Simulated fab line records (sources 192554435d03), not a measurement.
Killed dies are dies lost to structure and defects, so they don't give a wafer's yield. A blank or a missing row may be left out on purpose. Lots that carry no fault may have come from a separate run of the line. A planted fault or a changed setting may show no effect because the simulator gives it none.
2 desks looking at one fault / flow n5Finfet / each desk has only its own numbers; what lay behind them comes last

## FROM THE METROLOGY DESK
What the gauges read, lot by lot, whatever tool the lot ran on: means of the sampled wafers that have a number. Marked OUT: a lot whose mean sits more than 4 standard deviations from the usual mean, which makes it out of limits; the brackets give that distance. 7 of its 10 readings are shown, namely those furthest out on some lot.
Columns: A = DIBL_P at N5_BEOL_M4_RC_MEAS_101, usual 34.9 mV/V; B = IOFF_N at N5_BEOL_M4_RC_MEAS_101, usual 0.143 nA/um; C = IOFF_P at N5_BEOL_M4_RC_MEAS_101, usual 0.21 nA/um; D = SS_N at N5_BEOL_M4_RC_MEAS_101, usual 71.2 mV/dec; E = SS_P at N5_BEOL_M4_RC_MEAS_101, usual 73.0 mV/dec; F = VT_N at N5_BEOL_M4_RC_MEAS_101, usual 251 mV; G = VT_P at N5_BEOL_M4_RC_MEAS_101, usual -250 mV
lot=L268; first seen here=day 9 19:11; A=34.9; B=0.152; C=0.23; D=71.3; E=73.1; F=249; G=-245
lot=L271; first seen here=day 10 14:16; A=36.0; B=0.135; C=0.21; D=71.6; E=73.4; F=253; G=-248
lot=L269; first seen here=day 11 01:19; A=34.7; B=0.131; C=0.20; D=71.4; E=73.1; F=253; G=-250
lot=L279; first seen here=day 13 23:23; A=33.5; B=0.121; C=0.17; D=70.4; E=72.9; F=252; G=-254
lot=L285; first seen here=day 15 03:37; A=34.1; B=0.141; C=0.23; D=71.7; E=72.7; F=253; G=-247
This desk found nothing out of limits on any of the 5 lots.

## THE TOOL OWNER'S DESK: rieMetal-01
The tool's own readings at N5_BEOL_M3_HM_OPEN_17 (chemistry Cl2/BCl3, target TiN, target depth 20 nm, overetch 6 nm): means of the sampled wafers that have a number, for each lot that ran on this tool. Marked OUT: a lot whose mean sits more than 4 standard deviations from the usual mean, which makes it out of limits; the brackets give that distance.
Columns: A = drypumpMotorCurrentA at N5_BEOL_M3_HM_OPEN_17, usual 5.7 A; B = oesProductAu at N5_BEOL_M3_HM_OPEN_17, usual 0.66 a.u.; C = rfFwdPowerW at N5_BEOL_M3_HM_OPEN_17, usual 994 W; D = throttleValvePct at N5_BEOL_M3_HM_OPEN_17, usual 22.10 %
lot=L268; first seen here=day 8 22:11; A=5.7; B=0.53; C=995; D=22.33
lot=L269; first seen here=day 9 03:46; A=5.7; B=0.53; C=993; D=22.34
lot=L271; first seen here=day 9 05:00; A=5.7; B=0.53; C=996; D=22.32
lot=L285; first seen here=day 14 00:04; A=5.7; B=0.79; C=995; D=21.78
This desk found nothing out of limits on any of the 4 lots.

## PUT TOGETHER
The metrology desk saw nothing out of limits.
The desk of the tool owner found nothing out of limits.

## WHAT THE SIMULATOR PUT IN
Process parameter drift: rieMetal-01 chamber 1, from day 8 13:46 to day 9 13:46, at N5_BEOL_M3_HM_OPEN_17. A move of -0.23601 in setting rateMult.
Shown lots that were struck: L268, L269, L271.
